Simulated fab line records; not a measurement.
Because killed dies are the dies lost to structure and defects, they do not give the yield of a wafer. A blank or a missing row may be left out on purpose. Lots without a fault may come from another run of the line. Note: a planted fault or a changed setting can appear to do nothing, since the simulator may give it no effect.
Matching of chambers -- flow n5_finfet -- N5_BEOL_M12_ILD_DEP_00 on pecvd-01 has 3 sister chambers
The step deposits SiOC from DEMS/O2, target thk 658.92 nm, time 130.7 s. 6 wafers are shown with their chamber, then 8 later ones without.

## EACH WAFER AND ITS CHAMBER
wafer,chamber,throttle_valve_pct (%),showerhead_plenum_p_Torr (Torr)
L085.3,2,12.3,5.696
L085.5,2,12.2,5.701
L091.2,0,12.7,5.679
L091.3,1,12.9,5.686
L091.5,0,12.8,5.679
L092.1,1,12.8,5.685

## WAFERS WHOSE CHAMBER IS MISSING
wafer,throttle_valve_pct (%),showerhead_plenum_p_Torr (Torr)
L092.4,12.9,5.670
L092.6,12.6,5.685
L095.1,12.6,5.685
L095.5,12.2,5.696
L095.6,12.8,5.698
L096.1,12.4,5.684
L096.2,12.7,5.677
L096.4,12.6,5.686

## WHICH CHAMBER EACH ONE RAN IN
wafer,from the rows above,in truth
L092.4,0,0
L092.6,can't be placed: 1 or 0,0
L095.1,can't be placed: 1 or 0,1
L095.5,2,2
L095.6,can't be placed: 1 or 2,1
L096.1,can't be placed: 0 or 1 or 2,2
L096.2,0,0
L096.4,can't be placed: 1 or 0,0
Placed correctly: 3 of 8. Can't be placed from these rows: 5 (the true chamber is among the candidates in 5). 0 placed wrongly.
How it was worked out, from the rows above alone: a wafer's distance from a chamber is the root of the sum, over the readings, of the square of ((its reading less the chamber's mean) divided by the reading's scatter). The wafer belongs to the nearest chamber; if the next one is less than 2 further off, it can't be placed. For every chamber, the mean is computed from those of its wafers that are shown. How the scatter is found: for the shown wafers, subtract from each reading the mean of its chamber, square and add these, divide the total by (wafers less chambers), then take the root.
